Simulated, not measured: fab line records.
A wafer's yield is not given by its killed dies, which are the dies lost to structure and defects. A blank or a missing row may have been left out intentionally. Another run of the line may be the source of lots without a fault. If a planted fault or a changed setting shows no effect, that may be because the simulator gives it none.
A lot that was struck, set against a sound lot    flow n5 finfet    15 out of 1938 route steps
Sound: these wafers, L760.1, L760.4, L760.5. Wafers L767.1, L767.2, L767.4 were the ones struck. Last of all comes the cause.
Each step with rows lists, per side, the tool, then ch with its chambers, then its first start. Under that, the readings that differ: sound wafers    struck wafers    difference of the means    sigmas: that difference in standard deviations of wafers without a fault.
alike: readings with means less than 2 such deviations apart, plus words and numbers identical on both sides. not compared: withheld readings, readings lacking a value on some wafer, bounds such as >300 that could conceal the same value, and numbers that have no deviation in the record and whose values overlap.
The two part at a step that has a row with sigmas, a row that says differs or no value, or rows on one side only. Non-overlapping numbers with no deviation appear without sigmas and do not part them. Lack of a reading on every wafer of one side parts them only where that side has two or more wafers.

N5_BEOL_M13_CMP_49: polishes, stops on SiOC, t overpolish 17.1 s, target thk 420 nm.
  sound on cmp-04 ch 0,1, day 13 20:31; struck on cmp-04 ch 0,1,2, day 15 22:55
  alike: barrier field endpoint s, motor current A, overpolish run s, platen rpm
N5_BEOL_M13_THK_MEAS_50: measures by xrf.
  sound on film metro-01 at day 13 20:49; struck on film metro-01 at day 15 23:12
  alike: M13_THK
then, 1 step without rows for these wafers: N5_BEOL_M13_PRE_CLEAN_52 (time 15 s).
N5_BEOL_M13_DEP_53: deposits SiCN from 3MS/NH3, target thk 50 nm, time 17.8 s.
  sound on pecvd-03 ch 0,1,2, day 13 20:52; struck on pecvd-04 ch 0,2, day 15 23:16
reading                          sound              struck             difference  sigmas
showerhead plenum p Torr (Torr)  4.199 4.172 4.175  4.126 4.132 4.136  -0.051      -3
  alike: rf fwd power W, throttle valve pct
N5_BEOL_M13_RS_MEAS_54: the measuring method here is four-point-probe.
  sound on film metro-01 at day 13 20:56; struck on film metro-02 at day 15 23:20
  alike: M13_RS
N5_BEOL_M13_INSPECT_55: inspects for defects (darkfield).
  sound on defect inspect-01 at day 13 20:58; struck on defect inspect-02 at day 15 23:22
  alike: raw defect count
N5_BEOL_M14_ILD_DEP_00: deposits SiO2 from TEOS/O2, target thk 1119.3 nm, time 237.4 s.
  sound on pecvd-04 ch 0,2, day 13 21:00; struck on pecvd-01 ch 0,2, day 15 23:24
reading                          sound           struck          difference  sigmas
showerhead plenum p Torr (Torr)  8.27 8.29 8.30  8.38 8.33 8.40  +0.08       +2
  alike: heater power w, rf fwd power W, throttle valve pct
N5_BEOL_M14_THK_MEAS_01:
  sound on film metro-02 at day 13 21:11; struck on film metro-02 at day 15 23:40
  alike: M14_ILD_THK
then, 4 steps without rows for these wafers: N5_BEOL_M14_COAT_58 (time 60 s, resist thk 89 nm); N5_BEOL_M14_COAT_04 (resist thk 800 nm); N5_BEOL_M14_EBR_06; N5_BEOL_M14_SOFTBAKE_05 (time 60 s).
N5_BEOL_M14_EXPOSE_07: exposes mask V13.
  sound on krf scanner-02 ch 0, day 13 21:19; struck on krf scanner-02 ch 0, day 15 23:47
reading               sound              struck             difference  sigmas
exposure dose mJ cm2  56.91 56.96 56.94  57.79 57.82 57.70  +0.83       +15
  alike: mask, focus offset nm
then, 1 step without rows for these wafers: N5_BEOL_M14_PEB_08 (peb time 90 s).
N5_PASSIVATION_PROBE_49:
  sound on prober-01 at day 14 20:09; struck on prober-02 at day 17 01:08
  alike: defect limited yield, killed_at_M0_to_M3, killed_at_M4_up, killed at contacts, killed at front end, killed at other, killed dies, killed open, killed short, sort_bin_4_leakage, sort_bin_5_function, sort_bin_6_memory, sort_bin_8_speed, sort n pass, sort yield pct

## WHERE THEY PART
Last at N5_BEOL_M14_EXPOSE_07 as far as this record goes, first at N5_BEOL_M13_DEP_53. Later steps at which nothing parts them and some readings are alike: N5_PASSIVATION_PROBE_49.

WHY: the cause the simulator had injected
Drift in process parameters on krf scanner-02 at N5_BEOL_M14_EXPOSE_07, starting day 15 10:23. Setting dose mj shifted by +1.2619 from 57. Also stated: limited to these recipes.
